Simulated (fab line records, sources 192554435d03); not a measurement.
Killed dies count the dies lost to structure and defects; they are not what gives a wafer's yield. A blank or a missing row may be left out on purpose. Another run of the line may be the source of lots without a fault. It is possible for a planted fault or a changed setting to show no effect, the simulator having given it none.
fab line records	flow n5Finfet
record lots=7	wafers=21	lastDay=22
route steps=1938 shown MIM_TOP_LITHO@1848 MIM_TOP_ETCH@1851 MIM_BOT_LITHO@1854
lots untouched by any fault: they come from a run of this same line in which no faults occurred
startH: hours from the record's first day to the start of the lot's first wafer shown	waitH: hours since the lot's step before	" repeats the value in the row above	L1.1+2: several wafers, shown together as one row	- either no value or no given start	* or withheld: withheld	< > ~ a bound
route shown NAME@n: names a module that has steps shown in the file, with the first one's number in the route	usual: mean/standard deviation taken from wafers without a fault	same: alike in all rows	chamber/n: place in a boat	sites: per-site readings	_std_site: their standard deviation	_edge_site: the outer-site mean with the inner-site mean subtracted	radiusMm: how far each site lies from the wafer's centre	mask NAME#n: copy n	behind: tool/chamber where the wafer was last shaped	hold: cause of the lot's hold/its duration in hours/its outcome	device: transistor that didn't switch, given as n, p or np	end of line: tests of these same wafers at the route's end	where a step has no rows: the recipe by itself	killed: not the wafer's yield, but the dies lost to structure and defects at the first sort	map: shows each die of a wafer: x if killed, . if not, _ if none is there
set.NAME: setting as actually run; set.NAME@STEP: the setting as run at that earlier step	model.NAME: the simulator's own value behind a step, which no gauge read
lots at some steps of the route; a table a step, a row a wafer
services: the hour from which a tool's chamber was out of use, counted from the record's first day as startH (under 0 if before that day), plus the number of hours and why
## steps
# step N5_MIM_TOP_LITHO_OVL_MEAS_11
# recipe pointsPerWafer=44
# usual MIM_TOP_OVL=-1/5.1
lot.wafer	tool	chamber	startH	waitH	MIM_TOP_OVL[nm]
L979.1	overlay-01	0	324.79	0.0	2
L979.2	"	0	"	"	-4
L979.3	"	0	"	"	-6
L981.1	overlay-01	0	327.68	0.0	2
L981.2	"	0	"	"	-4
L981.3	"	0	"	"	-2
L987.1	overlay-02	0	410.68	0.0	2
L987.2	"	0	"	"	0
L987.3	"	0	"	"	-2
L992.4	overlay-01	0	493.81	0.0	2
L992.5	"	0	"	"	5
L992.6	"	0	"	"	2
L997.2	overlay-01	0	498.90	0.0	13
L997.3	"	0	"	"	4
L997.4	"	0	"	"	7
L999.1	overlay-01	0	501.26	0.0	-6
L999.2	"	0	"	"	-9
L999.5	"	0	"	"	-1
L985.2	overlay-01	0	504.79	0.0	4
L985.4	"	0	"	"	3
L985.5	"	0	"	"	7
# step N5_MIM_TOP_LITHO_INSPECT_12
# recipe mode=adi	inspectInstrument=macro
# usual rawDefectCount=2.1/1.2
lot.wafer	tool	chamber	startH	waitH	rawDefectCount
L979.1	defectInspect-02	-	324.82	0.0	2
L979.2	"	-	"	"	1
L979.3	"	-	"	"	3
L981.1	defectInspect-02	-	327.71	0.0	2
L981.2	"	-	"	"	1
L981.3	"	-	"	"	1
L987.1	defectInspect-02	-	410.71	0.0	2
L987.2	"	-	"	"	5
L987.3	"	-	"	"	2
L992.4	defectInspect-01	-	493.84	0.0	0
L992.5	"	-	"	"	1
L992.6	"	-	"	"	3
L997.2	defectInspect-01	-	499.02	0.1	2
L997.3	"	-	"	"	2
L997.4	"	-	"	"	2
L999.1	defectInspect-01	-	501.28	0.0	2
L999.2	"	-	"	"	2
L999.5	"	-	"	"	1
L985.2	defectInspect-02	-	504.82	0.0	3
L985.4	"	-	"	"	1
L985.5	"	-	"	"	3
# step N5_MIM_TOP_LITHO_DESCUM_10
# recipe chemistry=O2	timeS=7.9	sourcePowerW=50	biasPowerW=20	pressureMtorr=20	rfFrequencyHz=2.712e+07	tempC=40	o2FlowSccm=225
# usual drypumpMotorCurrentA=5.7/0.46	o2FlowSccm=225.1/0.7	oesProductAu=0.83/0.076	rfVppV=243.7/1.3	showerheadPlenumPTorr=2.12/0.069	throttleValvePct=20.42/0.17
lot.wafer	tool	chamber	startH	waitH	drypumpMotorCurrentA	o2FlowSccm	oesProductAu	rfHoursCounterH	rfVppV	showerheadPlenumPTorr	throttleValvePct
L979.1	rieDiel-05	0	324.85	0.0	6.3	223.7	0.85	60	242.8	2.12	20.40
L979.2	"	1	"	"	5.4	223.9	0.88	45	245.0	2.22	20.23
L979.3	"	2	"	"	5.7	225.8	0.93	10	244.2	2.14	20.42
L981.1	rieDiel-05	0	327.80	0.1	6.3	225.4	0.84	61	244.0	2.12	20.44
L981.2	"	2	"	"	5.7	225.6	0.92	11	244.5	2.14	20.42
L981.3	"	1	"	"	5.4	224.9	0.87	46	246.2	2.22	20.22
L987.1	rieDiel-04	2	410.74	0.0	5.2	224.2	0.89	30	242.9	2.04	20.16
L987.2	"	3	"	"	5.1	224.6	0.89	54	242.7	2.13	20.40
L987.3	"	1	"	"	5.5	225.3	0.80	117	241.3	2.01	20.67
L992.4	rieDiel-04	2	493.87	0.0	5.2	224.5	0.83	62	243.1	2.03	20.20
L992.5	"	2	"	"	5.2	225.3	0.84	-	243.0	2.03	20.21
L992.6	"	3	"	"	5.1	225.4	0.83	-	244.7	2.12	20.43
L997.2	rieDiel-04	0	499.06	0.0	6.1	224.7	0.82	102	245.0	2.20	20.38
L997.3	"	2	"	"	5.2	224.9	0.83	64	241.8	2.03	20.20
L997.4	"	1	"	"	5.5	224.5	0.77	150	241.4	2.00	20.70
L999.1	rieDiel-05	2	501.31	0.0	5.7	224.4	0.84	66	243.8	2.12	20.50
L999.2	"	0	"	"	6.3	226.0	0.78	108	244.7	2.11	20.49
L999.5	"	1	"	"	5.4	224.4	0.80	-	245.3	2.20	20.32
L985.2	rieDiel-05	0	504.85	0.0	6.3	224.9	0.78	109	243.0	2.10	20.49
L985.4	"	1	"	"	5.4	224.4	0.80	-	243.6	2.20	20.32
L985.5	"	0	"	"	6.3	224.6	0.79	-	242.6	2.10	20.49
# step N5_MIM_TOP_ETCH_ETCH_00
# recipe chemistry=Cl2/BCl3	target=TiN	targetDepthA=385	ionEnergyEv=150	pressureMtorr=10	icpW=1000	biasW=126	Cl2_flow_sccm=53.25	bcl3FlowSccm=21.75	Ar_flow_sccm=25
# usual drypumpMotorCurrentA=5.64/0.28	mfcCl2Sccm=53.27/0.16	oesProductAu=0.83/0.11	throttleValvePct=22.65/0.16
lot.wafer	tool	chamber	startH	waitH	drypumpMotorCurrentA	mfcCl2Sccm	oesProductAu	rfHoursCounterH	throttleValvePct
L979.1	rieMetal-03	0	324.94	0.1	5.32	53.04	0.65	94	22.68
L979.2	"	1	"	"	5.46	53.35	0.78	48	22.80
L979.3	"	1	"	"	5.46	53.28	0.76	-	22.78
L981.1	rieMetal-01	0	327.88	0.1	5.56	53.14	1.03	0	22.39
L981.2	"	1	"	"	5.86	53.33	0.65	103	22.94
L981.3	"	0	"	"	5.56	53.27	1.03	-	22.38
L987.1	rieMetal-01	1	410.83	0.1	5.87	53.46	0.96	2	22.64
L987.2	"	0	"	"	5.54	53.10	0.94	6	22.37
L987.3	"	1	"	"	5.87	53.36	0.96	-	22.63
L992.4	rieMetal-01	0	494.00	0.1	5.56	53.36	0.89	-	22.40
L992.5	"	1	"	"	5.85	53.37	0.90	-	22.67
L992.6	"	0	"	"	5.56	53.37	0.90	-	22.41
L997.2	rieMetal-02	0	499.14	0.1	6.21	53.37	0.73	64	22.78
L997.3	"	1	"	"	5.66	53.11	0.87	-	22.65
L997.4	"	0	"	"	6.26	53.29	0.73	-	22.80
L999.1	rieMetal-01	1	501.40	0.1	5.88	53.27	0.90	10	22.66
L999.2	"	0	"	"	5.55	53.14	0.90	14	22.41
L999.5	"	1	"	"	5.88	53.58	0.90	-	22.66
L985.2	rieMetal-03	1	504.94	0.1	5.48	53.27	0.74	62	22.80
L985.4	"	0	"	"	5.33	53.59	0.90	-	22.53
L985.5	"	0	"	"	5.32	53.43	0.90	-	22.54
# step N5_MIM_TOP_ETCH_STRIP_01
# recipe chemistry=O2	powerW=600	tempC=60	pressureMtorr=30	rfFrequencyHz=6e+07	biasPowerW=0	overashFraction=0.5	o2FlowSccm=225
# usual drypumpMotorCurrentA=5.8/0.38	o2FlowSccm=224.9/0.72	oesProductAu=0.81/0.073	rfVppV=3.6/1.4	showerheadPlenumPTorr=2.09/0.069	throttleValvePct=16.62/0.24
lot.wafer	tool	chamber	startH	waitH	drypumpMotorCurrentA	o2FlowSccm	oesProductAu	rfHoursCounterH	rfVppV	showerheadPlenumPTorr	throttleValvePct
L979.1	rieDiel-03	2	325.08	0.1	5.9	225.3	0.79	95	3.6	2.11	16.65
L979.2	"	0	"	"	6.0	225.5	0.84	83	3.1	2.05	16.87
L979.3	"	1	"	"	5.2	225.1	0.97	2	6.3	2.15	16.16
L981.1	rieDiel-03	1	328.03	0.1	5.1	223.9	0.97	3	4.0	2.15	16.15
L981.2	"	3	"	"	6.2	224.1	0.77	140	4.5	2.01	16.58
L981.3	"	2	"	"	5.9	223.9	0.79	96	3.0	2.11	16.66
L987.1	rieDiel-06	3	410.97	0.1	5.8	226.0	0.90	19	2.4	2.23	16.19
L987.2	"	1	"	"	6.3	223.7	0.87	61	1.8	2.04	16.74
L987.3	"	2	"	"	5.5	225.0	0.74	162	5.9	2.10	16.67
L992.4	rieDiel-03	3	494.10	0.1	6.1	225.3	0.72	184	3.8	1.99	16.59
L992.5	"	0	"	"	6.0	225.8	0.79	-	2.8	2.03	16.94
L992.6	"	1	"	"	5.2	224.2	0.87	-	7.8	2.13	16.20
L997.2	rieDiel-06	1	499.30	0.1	6.3	224.4	0.83	88	4.2	2.03	16.77
L997.3	"	2	"	"	5.5	225.4	0.73	190	2.8	2.09	16.71
L997.4	"	0	"	"	6.5	225.1	0.71	226	3.2	2.16	16.80
L999.1	rieDiel-01	3	501.58	0.1	6.1	225.4	0.80	117	5.4	2.11	16.65
L999.2	"	1	"	"	5.6	224.1	0.84	66	3.3	2.22	16.69
L999.5	"	0	"	"	5.4	225.3	0.81	-	3.3	2.03	16.75
L985.2	rieDiel-03	0	505.14	0.2	6.0	224.8	0.77	131	7.8	2.03	16.99
L985.4	"	2	"	"	5.9	224.7	0.74	141	4.3	2.10	16.72
L985.5	"	0	"	"	6.0	226.3	0.78	-	4.3	2.03	16.97
# step N5_MIM_TOP_ETCH_PECVD_03
# recipe material=SiNx	targetThkA=200	tempC=400	precursor=SiH4/NH3/N2	pressureTorr=1.5	rfW=300	timeS=17.6
# usual heaterPowerOuterW=454/63	heaterPowerW=750/71	showerheadPlenumPTorr=5.12/0.052	throttleValvePct=40.0/1.5
lot.wafer	tool	chamber	startH	waitH	heaterPowerOuterW	heaterPowerW	showerheadPlenumPTorr	throttleValvePct
L979.1	pecvd-02	1	325.14	-	343	634	5.14	38.7
L979.2	"	2	"	"	503	734	5.09	39.2
L979.3	"	0	"	"	582	879	5.15	40.9
L981.1	pecvd-01	1	328.10	-	461	780	5.21	39.8
L981.2	"	0	"	"	435	672	5.12	43.7
L981.3	"	2	"	"	509	863	5.15	37.6
L987.1	pecvd-02	2	411.04	-	486	730	5.08	39.6
L987.2	"	0	"	"	560	848	5.15	40.9
L987.3	"	1	"	"	388	707	5.14	38.7
L992.4	pecvd-03	0	494.18	-	498	827	5.15	41.9
L992.5	"	0	"	"	504	818	5.15	41.7
L992.6	"	1	"	"	378	725	5.02	40.8
L997.2	pecvd-03	0	499.37	-	420	753	5.15	41.3
L997.3	"	0	"	"	429	753	5.16	41.6
L997.4	"	1	"	"	433	791	5.02	41.2
L999.1	pecvd-02	2	501.64	-	489	744	5.08	40.4
L999.2	"	1	"	"	343	640	5.13	38.7
L999.5	"	0	"	"	523	809	5.15	40.6
L985.2	pecvd-01	2	505.21	-	490	813	5.16	38.2
L985.4	"	2	"	"	477	801	5.16	38.4
L985.5	"	1	"	"	451	754	5.20	39.6
# step N5_MIM_BOT_LITHO_HMDS_01
# recipe timeS=60	tempC=120
# step N5_MIM_BOT_LITHO_COAT_02
# recipe spinRpm=*	resistThkNm=*
# step N5_MIM_BOT_LITHO_EBR_04
# recipe solvent=PGMEA	ebrWidthMm=1.5
# step N5_MIM_BOT_LITHO_SOFTBAKE_03
# recipe tempC=100	timeS=90
# step N5_MIM_BOT_LITHO_EXPOSE_05
# recipe maskId=MIM_BOT	na=0.55	sourceShape=conventional	sigmaOuter=0.8	polarization=unpolarized	doseMj=24.25
# step N5_MIM_BOT_LITHO_PEB_06
# recipe pebTempC=withheld	pebTimeS=*
# step N5_MIM_BOT_LITHO_DEVELOP_07
# recipe developTimeS=60	rinseLiquid=diw	dry=airSpin	devTempC=21
# usual chillPlateTempC=23.02/0.093	developTimeS=60/0
lot.wafer	tool	chamber	startH	waitH	chillPlateTempC	developTimeS	model.coat_of_MIM_BOT_LITHO_COAT_02.thkNm
L979.1	lithoTrack-05	0	325.51	-	23.12	60	*
L979.2	"	0	"	"	23.00	60	*
L979.3	"	0	"	"	22.96	60	*
L981.1	lithoTrack-02	0	328.46	-	22.95	60	*
L981.2	"	0	"	"	23.01	60	*
L981.3	"	0	"	"	22.93	60	*
L987.1	lithoTrack-05	0	411.28	-	22.94	60	*
L987.2	"	0	"	"	23.24	60	*
L987.3	"	0	"	"	23.01	60	*
L992.4	lithoTrack-05	-	494.43	-	-	-	*
L992.5	"	-	"	"	-	-	*
L992.6	"	-	"	"	-	-	*
L997.2	lithoTrack-05	-	499.63	-	-	-	*
L997.3	"	-	"	"	-	-	*
L997.4	"	-	"	"	-	-	*
L999.1	lithoTrack-02	-	501.88	-	-	-	*
L999.2	"	-	"	"	-	-	*
L999.5	"	-	"	"	-	-	*
L985.2	lithoTrack-04	0	505.57	-	23.04	60	*
L985.4	"	0	"	"	22.95	60	*
L985.5	"	0	"	"	22.96	60	*
# step N5_MIM_BOT_LITHO_HARDBAKE_09
# recipe tempC=130	timeS=120
## services
tool	chamber	startH	hours	kind
rieMetal-01	0	309.34	-	clean
rieMetal-01	0	309.34	17.0	scheduledDown
rieMetal-01	0	309.34	17.0	ventCycle
rieDiel-01	0	323.77	1.3	repair
pecvd-01	0	331.19	20.5	repair
rieDiel-05	1	333.99	5.9	repair
pecvd-02	2	337.97	16.0	repair
rieMetal-01	1	353.70	-	clean
rieMetal-01	1	353.70	19.5	scheduledDown
rieMetal-01	1	353.70	19.5	ventCycle
pecvd-02	2	355.96	3.8	repair
pecvd-01	-	367.97	1.2	repair
rieDiel-04	3	382.33	7.4	repair
rieDiel-04	0	393.93	4.7	repair
rieDiel-04	0	401.55	15.5	repair
pecvd-01	-	402.06	1.0	repair
rieMetal-01	-	405.32	0.6	repair
rieDiel-01	-	424.75	0.6	repair
pecvd-01	-	432.73	5.5	pm
rieMetal-01	1	456.70	2.4	repair
rieDiel-05	3	471.18	44.2	repair
pecvd-03	-	474.19	1.1	repair
pecvd-02	1	486.54	5.2	repair
pecvd-03	2	491.49	18.3	repair
## key
firstSign step=N5_MIM_BOT_LITHO_DEVELOP_07	reading=toolRecord	direction=missing
effect none on later readings
modelEffect step=N5_MIM_BOT_LITHO_DEVELOP_07	value=coat_of_MIM_BOT_LITHO_COAT_02.thkNm	without=*	struck=*
metAt N5_MIM_BOT_LITHO_DEVELOP_07
struckWafers L992.4,L992.5,L992.6,L997.2,L997.3,L997.4,L999.1,L999.2,L999.5
laterRowsLeftOut L992.4,L992.5,L992.6,L997.2,L997.3,L997.4,L999.1,L999.2,L999.5
sortLeftOut L992.4,L992.5,L992.6,L997.2,L997.3,L997.4,L999.1,L999.2,L999.5
onsetBetween 411.28 494.43
fault kind=skippedStepWhole	tool=lithoTrack-02,lithoTrack-05	chamber=-	onsetH=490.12	steps=N5_MIM_BOT_LITHO_DEVELOP_07	scope=struckLotsOnly
# sortLeftOut: the simulated sort isn't trusted on such a fault, so these wafers' sort isn't shown, and their yield isn't known
# laterRowsLeftOut: the simulator's readings of these wafers behind a module that went badly wrong aren't trusted and aren't shown, but for the sort
